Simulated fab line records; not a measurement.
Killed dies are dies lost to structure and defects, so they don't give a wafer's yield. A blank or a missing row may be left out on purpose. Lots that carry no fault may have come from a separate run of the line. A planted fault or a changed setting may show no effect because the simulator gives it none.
Matching of chambers -- flow nandHarc -- NHARC_A_STAIRCASE_DEP_151 on pecvd-04 has 3 sister chambers
The step deposits SiO2, target thk 7200 nm. 3 wafers are shown with their chamber, then 7 later ones without.

## WAFERS, EACH WITH ITS CHAMBER
wafer,chamber,mfcPrecursorSccm (sccm)
L088.6,0,199.8
L089.1,1,200.5
L089.3,2,199.8

## WAFERS WHOSE CHAMBER IS MISSING
wafer,mfcPrecursorSccm (sccm)
L089.6,200.3
L092.1,199.8
L092.2,200.8
L092.3,200.4
L096.1,199.9
L096.2,200.9
L096.6,200.3

## EACH ONE'S CHAMBER
wafer,from the rows above,in truth
L089.6,can't be placed: 1 or 0 or 2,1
L092.1,can't be placed: 0 or 2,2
L092.2,1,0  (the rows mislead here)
L092.3,1,1
L096.1,can't be placed: 0 or 2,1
L096.2,1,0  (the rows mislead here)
L096.6,can't be placed: 1 or 0 or 2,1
Correct placement for 1 of the 7. Not placeable from these rows: 4 (in 3, the candidates include the true chamber). Placed wrongly: 2.
How it was worked out, from the rows above alone: a wafer's distance from a chamber is the root of the sum, over the readings, of the square of ((its reading less the chamber's mean) divided by the reading's scatter). The wafer belongs to the nearest chamber; if the next one is less than 2 further off, it can't be placed. Each chamber's mean is taken over the wafers shown for it. The scatter: root of mean squared gap, hidden wafer to nearest shown wafer, with one shown wafer a chamber.
